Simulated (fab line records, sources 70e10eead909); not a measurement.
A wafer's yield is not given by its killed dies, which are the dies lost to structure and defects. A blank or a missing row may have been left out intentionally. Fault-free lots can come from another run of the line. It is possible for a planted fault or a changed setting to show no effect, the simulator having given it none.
fab line records    flow nand-harc
record: lots: 15  wafers: 45  last-day: 33
route steps=1302 shown A_CHANNEL_FILL_D1@496 A_DECK1_JOINT@538
lots with no fault: from the same line, run without faults
start-h: hours from the record's opening day to when the first of the lot's shown wafers began    wait-h: hours since the lot's step before    " same as the row above    L1.1+2: one row covering several wafers at once    - either no value or no given start    * or withheld: withheld    < > ~ a bound
route shown NAME@n: names a module that has steps shown in the file, with the first one's number in the route    usual: mean/standard deviation of fault-free wafers    same: alike in all rows    chamber/n: place in a boat    sites: readings site by site    _std_site: standard deviation across them    _edge_site: the outer-site mean with the inner-site mean subtracted    radius-mm: how far each site lies from the wafer's centre    mask NAME#n: copy n    behind: the tool/chamber that last shaped the wafer    hold: the reason the lot was held/the length of the hold in hours/how it ended    device: transistor that didn't switch, given as n, p or np    end of line: tests run on the same wafers once the route is complete    for a step that has no rows: nothing shown but its recipe    killed: dies that structure and defects cost at the first sort, which is not the same as the wafer's yield    map: the dies of a wafer, with x for killed, . for not killed, _ for no die there
set.NAME: the setting as run; set.NAME@STEP: as run at that earlier step    model.NAME: the simulator's own value behind a step, which no gauge read
the route's steps for a sample of lots (tables are steps, rows are wafers)
services: the hour from which a tool's chamber was out of use, counted from the record's first day as start-h (under 0 if before that day), plus the number of hours and why
== steps ==
step: NHARC_A_CHANNEL_FILL_D1_ALD_16
recipe: target-thk-a: 15  pulse-time-s: 10  ald-cycles: 15  temp-c: 300  material: SiO2
usual: heater-power-outer-w: 262/30  heater-power-w: 471/50  precursor-pulse-height-rel: 0.999/0.021
lot.wafer  tool       chamber  start-h  wait-h  heater-power-outer-w  heater-power-w  precursor-pulse-height-rel
L834.3     ald-hk-02  1        199.52   0.0     254                   455             1.000
L834.1     "          3        "        "       269                   488             0.980
L834.5     "          1        "        "       254                   467             1.033
L836.3     ald-hk-02  0        231.62   0.0     262                   456             0.977
L836.2     "          2        "        "       297                   551             1.013
L836.6     "          0        "        "       259                   449             0.989
L837.2     ald-hk-01  2        231.63   0.0     291                   450             0.977
L837.4     "          3        "        "       310                   527             1.019
L837.5     "          2        "        "       282                   463             1.003
L838.2     ald-hk-02  1        239.86   0.0     257                   472             0.986
L838.4     "          0        "        "       256                   440             0.975
L838.6     "          1        "        "       253                   453             0.971
L840.4     ald-hk-03  2        267.29   0.0     262                   435             1.002
L840.6     "          2        "        "       256                   432             1.007
L840.5     "          3        "        "       225                   407             1.005
L842.1     ald-hk-03  3        285.60   0.0     226                   409             0.987
L842.4     "          1        "        "       291                   533             0.983
L842.5     "          3        "        "       222                   409             1.005
L843.3     ald-hk-02  2        299.16   0.0     293                   567             1.031
L843.1     "          3        "        "       265                   494             0.979
L843.2     "          1        "        "       258                   450             0.960
L849.3     ald-hk-03  3        354.56   0.0     222                   417             1.020
L849.1     "          0        "        "       209                   419             0.982
L849.4     "          1        "        "       295                   519             1.034
L850.3     ald-hk-02  1        358.75   0.1     263                   468             1.002
L850.5     "          3        "        "       265                   478             1.024
L850.6     "          0        "        "       259                   451             1.005
L851.3     ald-hk-03  3        377.12   0.1     231                   421             0.993
L851.4     "          0        "        "       209                   421             1.012
L851.1     "          1        "        "       295                   520             1.007
L853.2     ald-hk-01  1        384.76   0.1     270                   486             0.992
L853.5     "          0        "        "       267                   480             1.001
L853.6     "          1        "        "       265                   471             1.009
L854.3     ald-hk-03  2        403.61   0.1     267                   457             0.985
L854.4     "          3        "        "       223                   426             0.995
L854.6     "          2        "        "       264                   457             0.978
L855.2     ald-hk-03  3        407.73   0.0     234                   423             0.993
L855.4     "          0        "        "       197                   380             0.978
L855.6     "          0        "        "       198                   393             1.034
L856.3     ald-hk-02  3        423.43   0.0     260                   482             1.009
L856.4     "          2        "        "       308                   588             1.003
L856.6     "          0        "        "       266                   453             1.041
L857.2     ald-hk-02  3        427.12   0.0     259                   482             0.996
L857.3     "          0        "        "       257                   448             0.970
L857.5     "          3        "        "       265                   477             0.971
step: NHARC_A_CHANNEL_FILL_D1_STRIP_29
recipe: time-s: 20  o2-flow-sccm: 500  ar-flow-sccm: 0  bias-w: 0  chemistry: O2
usual: drypump-motor-current-A: 5.7/0.48  oes-product-au: 1.001/0.008  rf-vpp-V: 57.9/0.84  showerhead-plenum-p-Torr: 3.52/0.12  throttle-valve-pct: 17.036/0.0087
lot.wafer  tool         chamber  start-h  wait-h  drypump-motor-current-A  oes-product-au  rf-hours-counter-h  rf-vpp-V  showerhead-plenum-p-Torr  throttle-valve-pct
L834.3     rie-diel-02  2        -        -       5.1                      1.006           0.2                 57.0      3.32                      17.031
L834.1     "            0        "        "       5.7                      1.003           0.5                 57.8      3.43                      17.034
L834.5     "            2        "        "       5.0                      1.006           -                   56.3      3.32                      17.030
L836.3     rie-diel-02  0        -        -       5.8                      1.005           2.5                 58.0      3.43                      17.041
L836.2     "            2        "        "       5.0                      0.988           1.9                 56.9      3.32                      17.041
L836.6     "            0        "        "       5.7                      1.009           -                   57.6      3.43                      17.037
L837.2     rie-diel-07  0        -        -       6.7                      1.001           5.4                 58.6      3.75                      17.025
L837.4     "            1        "        "       5.6                      0.987           4.9                 57.4      3.51                      17.032
L837.5     "            1        "        "       5.6                      0.995           -                   58.5      3.51                      17.032
L838.4     rie-diel-11  1        -        -       5.8                      1.004           0.2                 56.7      3.44                      17.041
L838.2     "            2        "        "       6.6                      1.010           0.2                 57.0      3.43                      17.033
L838.6     "            1        "        "       5.8                      1.008           -                   59.4      3.44                      17.040
L840.4     rie-diel-11  3        -        -       5.6                      0.986           1.9                 57.8      3.63                      17.043
L840.5     "            3        "        "       5.6                      0.993           -                   58.9      3.63                      17.033
L840.6     "            0        "        "       5.1                      1.001           -                   56.5      3.62                      17.030
L842.1     rie-diel-11  0        316.24   0.2     5.0                      0.997           3.3                 58.1      3.62                      17.040
L842.4     "            2        "        "       6.6                      0.998           -                   58.8      3.43                      17.018
L842.5     "            0        "        "       5.1                      1.001           -                   57.8      3.62                      17.051
L843.2     rie-diel-02  0        -        -       5.7                      1.012           7.7                 56.5      3.42                      17.037
L843.1     "            1        "        "       5.7                      1.000           6.9                 58.5      3.61                      17.039
L843.3     "            2        "        "       5.0                      1.016           7.4                 57.3      3.31                      17.031
L849.1     rie-diel-11  2        -        -       6.6                      0.995           7.1                 58.2      3.43                      17.042
L849.4     "            3        "        "       5.6                      0.997           2.6                 57.6      3.63                      17.032
L849.3     "            1        "        "       5.8                      0.993           7.7                 56.8      3.43                      17.026
L850.3     rie-diel-11  2        -        -       6.6                      0.988           7.1                 57.4      3.43                      17.051
L850.6     "            0        "        "       5.1                      1.006           -                   60.0      3.61                      17.047
L850.5     "            1        "        "       5.8                      1.000           -                   58.3      3.43                      17.031
L851.4     rie-diel-07  3        -        -       5.5                      1.019           5.9                 58.2      3.64                      17.035
L851.3     "            1        "        "       5.6                      1.003           6.3                 57.1      3.51                      17.042
L851.1     "            2        "        "       5.8                      1.009           5.2                 58.9      3.43                      17.041
L853.2     rie-diel-02  2        416.18   0.1     5.0                      0.993           1.0                 57.0      3.31                      17.036
L853.6     "            0        "        "       5.7                      0.998           -                   57.8      3.42                      17.041
L853.5     "            2        "        "       5.0                      0.982           -                   56.6      3.31                      17.030
L854.4     rie-diel-02  0        -        -       5.7                      1.005           2.8                 58.1      3.42                      17.032
L854.3     "            1        "        "       5.6                      0.987           3.0                 57.8      3.61                      17.030
L854.6     "            2        "        "       5.0                      0.996           -                   57.3      3.31                      17.036
L855.2     rie-diel-02  1        440.31   0.1     5.7                      1.002           3.6                 58.1      3.61                      17.035
L855.6     "            1        "        "       5.6                      1.005           -                   58.0      3.61                      17.043
L855.4     "            0        "        "       5.8                      1.009           -                   58.0      3.42                      17.031
L856.3     rie-diel-11  2        -        -       6.6                      0.996           0.7                 57.7      3.43                      17.040
L856.4     "            0        "        "       5.1                      0.993           0.7                 55.7      3.61                      17.031
L856.6     "            3        "        "       5.6                      0.988           -                   57.2      3.62                      17.039
L857.2     rie-diel-07  2        457.36   0.1     5.7                      0.992           6.8                 57.6      3.42                      17.044
L857.3     "            1        "        "       5.6                      0.989           8.2                 57.5      3.50                      17.025
L857.5     "            1        "        "       5.6                      0.996           -                   57.5      3.50                      17.023
step: NHARC_A_DECK1_JOINT_ANNEAL_29
recipe: temp-c: 750  time-s: 1800  idle-temp-c: 500  ramp-up-c-per-min: 10  ramp-down-c-per-min: 3
usual: ramp-down-c-per-min: 3.0000/0.00051  ramp-up-c-per-min: 10.0000/0.0018  spike-tc-lower-C: 749.7/1.2  spike-tc-top-C: 763.5/2.8
lot.wafer  tool        chamber  start-h  wait-h  ramp-down-c-per-min  ramp-up-c-per-min  spike-tc-lower-C  spike-tc-top-C
L834.1     furnace-02  0        270.84   2.6     3.0008               9.9993             749.6             761.5
L834.3     "           0        "        "       2.9996               10.003             747.5             763.8
L834.5     "           0        "        "       2.9999               10.006             749.4             760.9
L836.2     furnace-02  0        296.72   2.6     2.9995               10.001             748.5             764.0
L836.3     "           0        "        "       3.0005               9.9982             747.4             761.9
L836.6     "           0        "        "       3.0003               10.001             749.3             762.8
L837.2     furnace-02  0        296.72   2.6     3.0002               10.001             749.5             761.7
L837.4     "           0        "        "       3.0004               10.001             751.2             762.6
L837.5     "           0        "        "       3.0000               9.9971             749.1             762.3
L838.2     furnace-04  0        313.75   6.5     3.0000               9.9988             750.7             769.0
L838.4     "           0        "        "       3.0008               10.000             750.5             768.3
L838.6     "           0        "        "       3.0007               10.000             750.0             769.5
L840.4     furnace-02  0        334.71   2.6     2.9994               9.9999             748.3             760.1
L840.5     "           0        "        "       3.0003               9.9971             750.6             761.6
L840.6     "           0        "        "       3.0001               10.003             747.9             762.4
L842.1     furnace-04  0        356.52   3.7     3.0014               9.9965             750.3             769.7
L842.4     "           0        "        "       2.9995               10.002             751.3             767.2
L842.5     "           0        "        "       3.0006               10.002             750.5             770.4
L843.1     furnace-02  0        370.78   2.6     3.0003               10.001             748.9             762.5
L843.2     "           0        "        "       2.9992               10.000             749.4             761.9
L843.3     "           0        "        "       3.0001               9.9992             750.4             762.0
L849.1     furnace-02  -        423.68   3.6     -                    -                  -                 -
L849.3     "           -        "        "       -                    -                  -                 -
L849.4     "           -        "        "       -                    -                  -                 -
L850.3     furnace-02  -        423.68   3.6     -                    -                  -                 -
L850.5     "           -        "        "       -                    -                  -                 -
L850.6     "           -        "        "       -                    -                  -                 -
L851.1     furnace-02  -        449.54   2.6     -                    -                  -                 -
L851.3     "           -        "        "       -                    -                  -                 -
L851.4     "           -        "        "       -                    -                  -                 -
L853.2     furnace-02  0        449.54   2.6     3.0013               9.9987             749.0             761.1
L853.5     "           0        "        "       3.0002               9.9995             748.0             762.2
L853.6     "           0        "        "       2.9993               10.003             748.6             763.7
L854.3     furnace-04  0        472.22   6.0     3.0007               10.000             750.3             768.2
L854.4     "           0        "        "       2.9999               9.9998             748.5             769.4
L854.6     "           0        "        "       3.0007               10.001             750.5             769.2
L855.2     furnace-02  0        475.33   3.6     2.9996               10.001             749.0             763.5
L855.4     "           0        "        "       3.0006               9.9980             747.2             762.1
L855.6     "           0        "        "       3.0003               9.9984             749.7             761.1
L856.3     furnace-02  0        488.75   2.6     3.0007               10.001             750.0             761.0
L856.4     "           0        "        "       3.0000               9.9974             750.0             761.6
L856.6     "           0        "        "       3.0010               10.002             747.5             761.6
L857.2     furnace-02  0        488.75   2.6     2.9995               9.9993             749.7             761.9
L857.3     "           0        "        "       2.9998               10.002             750.1             760.6
L857.5     "           0        "        "       3.0004               10.002             749.4             763.5
step: NHARC_A_DECK1_JOINT_INSPECT_05
usual: raw-defect-count: 310/98
lot.wafer  tool               chamber  start-h  wait-h  raw-defect-count
L834.1     defect-inspect-02  -        274.19   0.0     248
L834.3     "                  -        "        "       359
L834.5     "                  -        "        "       313
L837.2     defect-inspect-02  -        300.11   0.0     479
L837.4     "                  -        "        "       413
L837.5     "                  -        "        "       288
L836.2     defect-inspect-01  -        300.24   0.0     298
L836.3     "                  -        "        "       438
L836.6     "                  -        "        "       241
L838.2     defect-inspect-02  -        317.13   0.0     206
L838.4     "                  -        "        "       220
L838.6     "                  -        "        "       268
L840.4     defect-inspect-02  -        338.12   0.0     347
L840.5     "                  -        "        "       355
L840.6     "                  -        "        "       316
L842.1     defect-inspect-02  -        359.92   0.0     153
L842.4     "                  -        "        "       149
L842.5     "                  -        "        "       162
L843.1     defect-inspect-02  -        374.24   0.0     349
L843.2     "                  -        "        "       381
L843.3     "                  -        "        "       555
L850.3     defect-inspect-01  -        427.07   0.0     193
L850.5     "                  -        "        "       164
L850.6     "                  -        "        "       214
L849.1     defect-inspect-02  -        427.24   0.0     224
L849.3     "                  -        "        "       407
L849.4     "                  -        "        "       315
L851.1     defect-inspect-02  -        452.91   0.0     350
L851.3     "                  -        "        "       454
L851.4     "                  -        "        "       364
L853.2     defect-inspect-01  -        452.91   0.0     426
L853.5     "                  -        "        "       435
L853.6     "                  -        "        "       298
L854.3     defect-inspect-01  -        475.62   0.0     226
L854.4     "                  -        "        "       355
L854.6     "                  -        "        "       200
L855.2     defect-inspect-01  -        478.70   0.0     251
L855.4     "                  -        "        "       414
L855.6     "                  -        "        "       308
L856.3     defect-inspect-02  -        492.11   0.0     226
L856.4     "                  -        "        "       153
L856.6     "                  -        "        "       193
L857.2     defect-inspect-01  -        492.11   0.0     258
L857.3     "                  -        "        "       248
L857.5     "                  -        "        "       342
== services ==
tool         chamber  start-h  hours  kind
ald-hk-03    -        181.89   1.0    repair
rie-diel-02  1        182.63   2.4    repair
ald-hk-03    -        214.54   10.0   pm
rie-diel-02  -        216.70   9.0    pm
rie-diel-02  0        229.65   1.4    repair
rie-diel-11  -        255.50   9.0    pm
ald-hk-03    -        281.88   0.9    repair
rie-diel-07  -        294.20   9.0    pm
rie-diel-11  3        300.40   63.1   repair
rie-diel-07  1        305.46   2.6    repair
rie-diel-02  1        320.88   7.8    repair
ald-hk-02    -        325.75   1.9    repair
rie-diel-11  -        325.91   0.8    repair
rie-diel-11  0        331.02   4.8    repair
rie-diel-11  0        345.53   2.0    repair
rie-diel-11  2        368.59   13.0   repair
ald-hk-03    -        392.54   10.0   pm
rie-diel-02  -        393.88   9.0    pm
ald-hk-02    -        401.09   1.8    repair
rie-diel-02  3        409.92   9.0    repair
rie-diel-11  -        432.50   9.0    pm
rie-diel-02  3        440.11   72.5   repair
rie-diel-11  0        467.72   5.8    repair
rie-diel-11  3        475.57   21.6   repair
== key ==
first-sign: step: NHARC_A_DECK1_JOINT_ANNEAL_29  reading: tool-record  direction: missing
effect none on later readings
met-at NHARC_A_DECK1_JOINT_ANNEAL_29
struck-lots L849,L850,L851
later-rows-left-out L849.1,L849.3,L849.4,L850.3,L850.5,L850.6,L851.1,L851.3,L851.4
sort-left-out L849.1,L849.3,L849.4,L850.3,L850.5,L850.6,L851.1,L851.3,L851.4
tester-left-out L849,L850,L851
not-acting-at NHARC_A_CHANNEL_FILL_D1_ALD_16,NHARC_A_CHANNEL_FILL_D1_STRIP_29,NHARC_A_DECK1_JOINT_INSPECT_05
onset-between 370.78 423.68
fault: kind: skipped-step-whole  tool: furnace-02  chamber: -  onset-h: 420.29  steps: NHARC_A_DECK1_JOINT_ANNEAL_29  scope: struck-lots-only
tester-left-out: of these lots the tester's yield and bins aren't shown, on N5 and GAA mostly nor the transistor test; their killed dies are dies lost to structure and defects alone, not to doping, threshold or leakage, so they don't give the yield
sort-left-out: the simulated sort isn't trusted on such a fault, so these wafers' sort isn't shown, and their yield isn't known
later-rows-left-out: the simulator's readings of these wafers behind a module that went badly wrong aren't trusted and aren't shown, but for the sort
